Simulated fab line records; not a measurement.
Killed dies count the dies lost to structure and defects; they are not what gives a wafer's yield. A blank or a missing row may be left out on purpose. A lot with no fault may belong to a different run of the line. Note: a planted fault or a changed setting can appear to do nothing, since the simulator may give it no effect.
Split-lot study	flow n5Finfet	39 wafers read from 7 lots, route of 1938 steps

## SPLIT DETAILS
At N5_SD_EPI_N_ETCH_35 (etches SOC in N2/H2, overetch 108 nm, time 486 s), the setting timeS was moved away from the recipe's 486 s on 18 of the 39 wafers read, by -19.1% to +18.5%. For the rest of the wafers, this setting stayed at what the recipe calls for.

## BETWEEN THE SPLIT AND THE READING: the file shows 1 step in between
- N5_SD_EPI_N_STRIP_36: strips in N2/H2

## THE READING
SiARC_of_SD_EPI_N_COAT_33.thkNm (the simulator's own value, which no gauge read), in nm, at N5_SD_EPI_N_ETCHBACK_44 (etches SiNx in CH3F/O2, stops on SiO2, target depth 14.5 nm). The file does not state a usual value for it. The 21 wafers here that ran the recipe average 16.1 nm, standard deviation 0.29 nm.

wafer	tool, chamber at the split	timeS as run, s	against the recipe	SiARC_of_SD_EPI_N_COAT_33.thkNm, nm	against lot-mates on the recipe
L076.1	rieDiel-05, 0	573	+17.9%	13.2	-2.9
L076.2	rieDiel-05, 3	573	+17.9%	13.2	-2.9
L076.3	rieDiel-05, 1	486	recipe	16	-
L076.4	rieDiel-05, 2	486	recipe	16.4	-
L076.5	rieDiel-05, 1	573	+17.9%	13.4	-2.7
L076.6	rieDiel-05, 0	486	recipe	15.8	-
L085.1	rieDiel-05, 0	486	recipe	16	-
L085.2	rieDiel-05, 3	576.1	+18.5%	13	-3.2
L085.3	rieDiel-05, 1	576.1	+18.5%	13.2	-3.0
L085.6	rieDiel-05, 0	576.1	+18.5%	13.2	-3.0
L085.4	rieDiel-05, 2	486	recipe	16.4	-
L085.5	rieDiel-05, 1	486	recipe	16.2	-
L086.1	rieDiel-02, 0	555	+14.2%	14.2	-2.1
L086.2	rieDiel-02, 2	486	recipe	16.4	-
L086.6	rieDiel-02, 0	486	recipe	16.4	-
L086.3	rieDiel-02, 1	555	+14.2%	14.4	-1.9
L086.4	rieDiel-02, 3	555	+14.2%	13.8	-2.5
L086.5	rieDiel-02, 3	486	recipe	16	-
L089.1	rieDiel-05, 3	486	recipe	16.2	-
L089.2	rieDiel-05, 2	397.4	-18.2%	19.2	+3.0
L089.3	rieDiel-05, 0	486	recipe	16	-
L089.4	rieDiel-05, 1	397.4	-18.2%	19	+2.8
L089.5	rieDiel-05, 3	397.4	-18.2%	18.8	+2.6
L089.6	rieDiel-05, 2	486	recipe	16.4	-
L090.1	rieDiel-05, 0	486	recipe	15.8	-
L090.2	rieDiel-05, 2	486	recipe	16.6	-
L090.3	rieDiel-05, 3	575.4	+18.4%	13	-3.1
L090.4	rieDiel-05, 1	575.4	+18.4%	13.4	-2.7
L090.5	rieDiel-05, 2	575.4	+18.4%	13.4	-2.7
L090.6	rieDiel-05, 3	486	recipe	16	-
L094.1	rieDiel-03, 1	393.4	-19.1%	19.4	+3.3
L094.2	rieDiel-03, 3	393.4	-19.1%	18.8	+2.7
L094.3	rieDiel-03, 2	486	recipe	16	-
L094.5	rieDiel-03, 2	486	recipe	16	-
L094.4	rieDiel-03, 3	393.4	-19.1%	19	+2.9
L094.6	rieDiel-03, 1	486	recipe	16.4	-
L095.1	rieDiel-02, 2	486	recipe	15.8	-
L095.5	rieDiel-02, 0	486	recipe	15.8	-
L095.2	rieDiel-02, 3	486	recipe	15.4	-

THE FIT
A straight line over all 39 wafers: SiARC_of_SD_EPI_N_COAT_33.thkNm changes by -0.156 nm for each +1% of timeS; r = -0.99; the points scatter about the line by 0.26 nm.
The same after taking each lot's own level away (the mean of its wafers on the recipe; 39 wafers): -0.156 nm for each +1%; r = -0.99; scatter 0.22 nm.
According to that fit, moving timeS by its largest amount changes the reading by 3 nm.
The span of the lots' own levels, 15.67 to 16.27 nm, comes to 2.1 times the standard deviation stated above.
Consequently the slope shifts little with the lot-to-lot level, the two slopes agreeing.
Check: +2.92 nm against its lot-mates is what the line predicts for one of the wafers moved furthest among these (-19.1%) when that wafer is left out of the fit. It came out at +3.27 nm against them.

## OTHER SPLITS ON THESE WAFERS
Before the reading, these wafers also passed through other splits. Each is held against what the fit with the lots' levels taken away leaves over:
other split on the same wafers	wafers away from the commonest value	r with SiARC_of_SD_EPI_N_COAT_33.thkNm (lot level and that fit taken away)
N5_FIN_SAQP_FIN_ETCH_36 biasW	15	+0.13
N5_DUMMY_GATE_EXPOSE_12 doseMj	9	+0.04
N5_SPACER0_ALD_08 targetThkA	18	+0.05

## THE WHOLE CHAIN: every reading that the file lists as answering this split, in the file's order
step	what it does	reading	change (the file's fit)	r (the file's)
N5_SD_EPI_N_ETCH_35	etches SOC in N2/H2, overetch 108 nm, time 486 s	SD_EPI_N.cdNm (the simulator's own value, which no gauge read)	+0.139 nm for each +1% of the setting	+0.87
N5_SD_EPI_N_ETCH_35	etches SOC in N2/H2, overetch 108 nm, time 486 s	SiARC_of_SD_EPI_N_COAT_33.thkNm (the simulator's own value, which no gauge read)	-0.155 nm for each +1% of the setting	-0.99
N5_SD_EPI_N_ETCHBACK_44	etches SiNx in CH3F/O2, stops on SiO2, target depth 14.5 nm	SiARC_of_SD_EPI_N_COAT_33.thkNm (the simulator's own value, which no gauge read)	-0.156 nm for each +1% of the setting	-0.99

## THE FILE'S OWN FIT
SiARC_of_SD_EPI_N_COAT_33.thkNm changes by -0.156 nm for each +1% of timeS, r = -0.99.
